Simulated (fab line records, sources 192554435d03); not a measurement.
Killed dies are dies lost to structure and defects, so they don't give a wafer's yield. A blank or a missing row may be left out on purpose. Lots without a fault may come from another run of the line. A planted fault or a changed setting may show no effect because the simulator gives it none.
Which tool did it? | flow n5_finfet | 10 lots, 26 wafers sampled, at 7 steps of a route of 1938

WHAT THE GAUGES READ, wafer by wafer
N5_SD_EPI_P_INSPECT_26: inspects for defects (darkfield). Usual: raw_defect_count 179, standard deviation 39.
lot  | measured    | on                | raw_defect_count | flag
L434 | day 3 12:15 | defect_inspect-02 | 196 224 213      |
L435 | day 3 16:26 | defect_inspect-01 | 138 187 138      |
L437 | day 4 05:02 | defect_inspect-02 | 201 147 158      |
L439 | day 4 16:03 | defect_inspect-01 | 89 141           |
L442 | day 5 15:00 | defect_inspect-01 | 195 156          |
L446 | day 6 18:36 | defect_inspect-01 | 816 811 822      | OFF
L448 | day 7 02:11 | defect_inspect-01 | 840 796 890      | OFF
L453 | day 8 04:28 | defect_inspect-02 | 268 187          |
L456 | day 8 22:19 | defect_inspect-01 | 219 213 157      |
L457 | day 9 03:48 | defect_inspect-01 | 125 128          |

N5_SD_ACTIVATION_INSPECT_02: inspects for defects (darkfield). Usual: raw_defect_count 176, standard deviation 36.
lot  | measured    | on                | raw_defect_count | flag
L434 | day 3 14:37 | defect_inspect-01 | 170 209 181      |
L435 | day 3 17:11 | defect_inspect-01 | 133 172 121      |
L437 | day 4 05:48 | defect_inspect-02 | 192 135 168      |
L439 | day 4 16:49 | defect_inspect-01 | 92 147           |
L442 | day 5 15:58 | defect_inspect-02 | 203 178          |
L446 | day 6 19:21 | defect_inspect-01 | 812 804 818      | OFF
L448 | day 7 02:57 | defect_inspect-02 | 874 824 913      | OFF
L453 | day 8 05:13 | defect_inspect-01 | 234 154          |
L456 | day 8 23:04 | defect_inspect-01 | 222 207 166      |
L457 | day 9 04:44 | defect_inspect-01 | 119 124          |

N5_BEOL_M4_RC_MEAS_101. Usual: DIBL_N 36.9 mV/V, standard deviation 2.1; DIBL_P 37.1 mV/V, standard deviation 2.5; IOFF_N 0.17 nA/um, standard deviation 0.039; IOFF_P 0.23 nA/um, standard deviation 0.043; ION_N 673 uA/um, standard deviation 15; ION_P 462 uA/um, standard deviation 9.1; SS_N 71.8 mV/dec, standard deviation 0.69; SS_P 73.6 mV/dec, standard deviation 0.74; VT_N 250 mV, standard deviation 3.6; VT_P -249.7 mV, standard deviation 2.9.
lot  | measured     | on        | DIBL_N (mV/V)  | DIBL_P (mV/V)  | IOFF_N (nA/um) | IOFF_P (nA/um) | ION_N (uA/um) | ION_P (uA/um) | SS_N (mV/dec)  | SS_P (mV/dec)  | VT_N (mV)   | VT_P (mV)            | flag
L434 | day 8 17:35  | prober-01 | 37.9 39.5 37.5 | 37.0 40.3 36.5 | 0.18 0.22 0.16 | 0.19 0.23 0.17 | 674 687 664   | 447 456 444   | 71.8 71.9 72.2 | 73.2 74.3 73.8 | 248 247 253 | -249.9 -250.1 -252.8 |
L435 | day 8 09:50  | prober-02 | 35.1 36.0 34.3 | 37.0 36.9 35.4 | 0.16 0.15 0.14 | 0.24 0.23 0.20 | 691 666 674   | 474 459 464   | 71.2 71.7 71.2 | 74.0 73.6 73.3 | 251 253 249 | -247.6 -248.0 -248.0 |
L437 | day 8 12:47  | prober-01 | 33.5 35.6 35.8 | 33.0 35.0 35.6 | 0.12 0.15 0.14 | 0.17 0.19 0.19 | 677 665 667   | 465 453 452   | 70.8 71.1 70.7 | 72.1 72.9 73.2 | 254 249 251 | -252.8 -252.3 -250.6 |
L439 | day 9 03:45  | prober-01 | 38.2 40.7      | 38.3 40.6      | 0.17 0.23      | 0.27 0.31      | 664 681       | 468 468       | 71.4 72.2      | 73.9 74.6      | 247 247     | -245.9 -244.4        |
L442 | day 10 02:35 | prober-02 | 34.7 37.2      | 36.2 38.4      | 0.14 0.19      | 0.21 0.25      | 661 668       | 459 466       | 71.6 72.7      | 73.8 74.6      | 252 249     | -247.3 -244.8        |
L446 | day 11 02:27 | prober-02 | 36.2 37.6 35.9 | 36.8 40.2 36.7 | 0.17 0.22 0.16 | 0.22 0.29 0.21 | 659 682 663   | 451 468 455   | 72.7 72.4 72.2 | 72.9 73.5 73.3 | 252 249 254 | -249.3 -247.1 -252.4 |
L448 | day 11 17:58 | prober-01 | 38.0 36.4 38.3 | 37.7 35.8 39.0 | 0.16 0.13 0.18 | 0.23 0.19 0.26 | 663 664 683   | 456 461 469   | 71.7 70.7 71.3 | 73.1 73.1 74.0 | 253 257 250 | -248.8 -252.7 -245.5 |
L453 | day 12 20:08 | prober-01 | 40.9 39.5      | 43.4 40.8      | 0.28 0.22      | 0.34 0.28      | 707 682       | 486 456       | 74.2 73.1      | 75.1 75.3      | 243 244     | -244.5 -247.6        |
L456 | day 13 14:06 | prober-02 | 37.3 33.3 37.4 | 35.9 32.1 37.0 | 0.17 0.11 0.19 | 0.21 0.15 0.23 | 681 664 700   | 462 455 474   | 72.1 70.4 71.9 | 73.4 72.4 73.5 | 248 254 245 | -250.6 -254.1 -250.7 |
L457 | day 13 14:38 | prober-01 | 34.0 39.7      | 35.0 42.6      | 0.15 0.27      | 0.20 0.35      | 686 712       | 473 485       | 71.6 73.2      | 73.2 75.6      | 247 242     | -249.2 -245.4        |

WHICH TOOL RAN EACH LOT (tool, then ch and the chambers of the sampled wafers, then the start)
lot  | N5_SD_EPI_P_PRECLEAN_52            | N5_ILD0_LINER_00                 | N5_ILD0_ALD_15                   | N5_ILD0_CMP_12
L434 | wet_bench-06 ch 0,5,7, day 3 09:25 | ald_sin-02 ch 2,3, day 3 14:40   | ald_sin-02 ch 0,1,2, day 3 18:22 | cmp-04 ch 1,2, day 3 20:34
L435 | wet_bench-01 ch 0,4,7, day 3 13:30 | ald_sin-01 ch 1,2, day 3 17:13   | ald_sin-04 ch 1,2,3, day 3 20:55 | cmp-02 ch 1,2, day 3 23:07
L437 | wet_bench-01 ch 0,4,7, day 4 02:07 | ald_sin-02 ch 0,1, day 4 05:54   | ald_sin-04 ch 0,1,2, day 4 09:36 | cmp-04 ch 0,1,2, day 4 11:52
L439 | wet_bench-01 ch 1,6, day 4 13:16   | ald_sin-04 ch 0,2, day 4 17:01   | ald_sin-02 ch 0,1, day 4 21:05   | cmp-04 ch 0,2, day 4 23:24
L442 | wet_bench-04 ch 0,4, day 5 12:11   | ald_sin-02 ch 2,3, day 5 16:55   | ald_sin-02 ch 2,3, day 5 20:37   | cmp-04 ch 2,3, day 5 22:49
L446 | wet_bench-01 ch 0,1,7, day 6 15:48 | ald_sin-02 ch 0,1,2, day 6 19:23 | ald_sin-02 ch 0,2,3, day 6 23:05 | cmp-04 ch 0,3, day 7 01:17
L448 | wet_bench-01 ch 5,6,7, day 6 23:23 | ald_sin-02 ch 0,2,3, day 7 02:59 | ald_sin-01 ch 1,2,3, day 7 06:52 | cmp-04 ch 0,3, day 7 09:04
L453 | wet_bench-06 ch 3,4, day 8 01:32   | ald_sin-04 ch 0,1, day 8 05:25   | ald_sin-04 ch 1,3, day 8 09:21   | cmp-02 ch 0,1, day 8 11:35
L456 | wet_bench-06 ch 0,3,4, day 8 19:31 | ald_sin-02 ch 1,2, day 8 23:07   | ald_sin-04 ch 0,1, day 9 02:49   | cmp-03 ch 0,1,2, day 9 05:05
L457 | wet_bench-04 ch 2,4, day 9 01:00   | ald_sin-04 ch 0,2, day 9 05:29   | ald_sin-02 ch 1,2, day 9 09:33   | cmp-02 ch 0,3, day 9 11:45
- N5_SD_EPI_P_PRECLEAN_52: cleans in O3/DIW, time 60 s.
- N5_ILD0_LINER_00: material SiNx, target thk 4 nm, pulse time 1 s, purge time 2 s.
- N5_ILD0_ALD_15: deposits SiNx, target thk 24 nm, pulse time 1 s, ald cycles 480.
- N5_ILD0_CMP_12: polishes SiNx, stops on poly-Si, t overpolish 6 s, target thk 17.67 nm.

WHAT THE TOOLS THEMSELVES READ (means of the sampled wafers that have a number; where no wafer has one, the mark that the record gives instead)
N5_ILD0_LINER_00. Usual: chamber_pressure_Torr 2.000 Torr, standard deviation 0.0046; heater_power_w 844 W, standard deviation 110; precursor_pulse_height_rel 1.001, standard deviation 0.018.
lot  | tool       | chamber_pressure_Torr (Torr) | heater_power_w (W) | precursor_pulse_height_rel | flag
L434 | ald_sin-02 | 1.997                        | 893                | 1.000                      |
L435 | ald_sin-01 | 1.998                        | 999                | 1.000                      |
L437 | ald_sin-02 | 1.998                        | 801                | 1.002                      |
L439 | ald_sin-04 | 1.999                        | 864                | 0.996                      |
L442 | ald_sin-02 | 2.000                        | 876                | 1.010                      |
L446 | ald_sin-02 | 2.001                        | 823                | 0.992                      |
L448 | ald_sin-02 | 1.998                        | 838                | 1.009                      |
L453 | ald_sin-04 | 2.002                        | 782                | 1.002                      |
L456 | ald_sin-02 | 2.001                        | 852                | 1.012                      |
L457 | ald_sin-04 | 2.001                        | 878                | 1.012                      |

N5_ILD0_ALD_15. Usual: chamber_pressure_Torr 2.000 Torr, standard deviation 0.0042; heater_power_w 835 W, standard deviation 98; precursor_pulse_height_rel 0.999, standard deviation 0.02.
lot  | tool       | chamber_pressure_Torr (Torr) | heater_power_w (W) | precursor_pulse_height_rel | flag
L434 | ald_sin-02 | 2.001                        | 832                | 1.002                      |
L435 | ald_sin-04 | 2.003                        | 844                | 1.001                      |
L437 | ald_sin-04 | 2.002                        | 830                | 0.990                      |
L439 | ald_sin-02 | 1.998                        | 808                | 0.990                      |
L442 | ald_sin-02 | 1.998                        | 880                | 1.026                      |
L446 | ald_sin-02 | 1.999                        | 844                | 0.989                      |
L448 | ald_sin-01 | 2.001                        | 923                | 1.005                      |
L453 | ald_sin-04 | 2.000                        | 798                | 0.994                      |
L456 | ald_sin-04 | 2.006                        | 763                | 0.986                      |
L457 | ald_sin-02 | 2.006                        | 816                | 1.008                      |

N5_ILD0_CMP_12. Usual: head_pressure_psi 2.500 psi, standard deviation 0.0057; motor_current_A 9.2 A, standard deviation 1; overpolish_run_s 6.000 s, standard deviation 0.0094; time_to_endpoint_s 30 s, standard deviation 3.6.
lot  | tool   | head_pressure_psi (psi) | motor_current_A (A) | overpolish_run_s (s) | time_to_endpoint_s (s) | flag
L434 | cmp-04 | 2.504                   | 8.3                 | 6.005                | 31                     |
L435 | cmp-02 | 2.501                   | 9.4                 | 5.998                | 27                     |
L437 | cmp-04 | 2.497                   | 8.6                 | 5.996                | 29                     |
L439 | cmp-04 | 2.497                   | 8.3                 | 5.999                | 30                     |
L442 | cmp-04 | 2.503                   | 9.2                 | 6.005                | 30                     |
L446 | cmp-04 | 2.492                   | 9.3                 | 6.000                | 31                     |
L448 | cmp-04 | 2.499                   | 10.0                | 6.007                | 29                     |
L453 | cmp-02 | 2.496                   | 9.9                 | 5.999                | 31                     |
L456 | cmp-03 | 2.500                   | 9.6                 | 6.004                | 26                     |
L457 | cmp-02 | 2.502                   | 8.9                 | 6.000                | 32                     |

THE ANSWER, worked out from the rows above alone
Rule: a lot is off if the mean of its wafers that have a number lies more than 3 standard deviations from the usual mean. A lot without any number at a reading at which 4 lots or more have one is off too. The other lots that the step has rows for count as sound. The gauges are gone through in route order, then the tools' own readings, and for those a lot's mean is taken as printed above. The first step at which some lot is off is used, and at that step the reading that is off furthest; a lot without a number counts as furthest.
Off: L446, L448, at N5_SD_EPI_P_INSPECT_26 (raw_defect_count).
A tool fits if, at a process step before that reading, it ran every lot that is off, and no sound lot after the first of them. The gauges at N5_SD_EPI_P_INSPECT_26 are tried like those tools. One fits: wet_bench-01 at N5_SD_EPI_P_PRECLEAN_52. Its last sound lot is L439 (day 4 13:16), its first lot that is off L446 (day 6 15:48): a fault that began between those two fits.

WHAT THE SIMULATOR HAD PUT IN
Chamber particle source: wet_bench-01, from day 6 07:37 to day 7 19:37, at N5_SD_EPI_P_PRECLEAN_52. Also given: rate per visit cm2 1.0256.
Lots struck among those shown: L446, L448. The rule above found the same.
